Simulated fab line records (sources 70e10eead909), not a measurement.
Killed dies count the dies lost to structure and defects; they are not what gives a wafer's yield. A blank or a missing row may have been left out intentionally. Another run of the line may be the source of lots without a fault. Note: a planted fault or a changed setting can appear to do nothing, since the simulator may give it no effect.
Chamber matching -- flow nand-harc -- NHARC_A_SGD_CUT_ETCHBACK_24 on rie-diel-04 has 4 sister chambers
The step etches the open film in CH3F/O2, target depth 50 nm, time 92.857 s. 4 wafers are shown with their chamber, then 8 later ones without.

## WAFERS, EACH WITH ITS CHAMBER
wafer,chamber,showerhead-plenum-p-Torr (Torr)
L085.3,3,2.58
L084.3,2,2.36
L084.5,0,2.50
L086.3,1,2.58

## WAFERS WITH NO CHAMBER GIVEN
wafer,showerhead-plenum-p-Torr (Torr)
L086.5,2.58
L086.6,2.50
L087.1,2.36
L087.2,2.58
L087.6,2.58
L093.1,2.35
L093.2,2.58
L093.3,2.58

## WHICH CHAMBER EACH WENT THROUGH
wafer,from the rows above,in truth
L086.5,can't be placed: 1 or 3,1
L086.6,0,0
L087.1,2,2
L087.2,can't be placed: 1 or 3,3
L087.6,can't be placed: 1 or 3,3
L093.1,2,2
L093.2,can't be placed: 1 or 3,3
L093.3,can't be placed: 1 or 3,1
Placed correctly: 3 of 8. These rows do not allow placing 5 (true chamber among the candidates in 5). Placed wrongly: 0.
How it was worked out, from the rows above alone: a wafer's distance from a chamber is the root of the sum, over the readings, of the square of ((its reading less the chamber's mean) divided by the reading's scatter). The wafer belongs to the nearest chamber; if the next one is less than 2 further off, it can't be placed. The mean given for a chamber averages the wafers shown for that chamber. The scatter (one wafer shown for each chamber): square how far every hidden wafer sits from the nearest shown wafer, average those squares and take the square root.
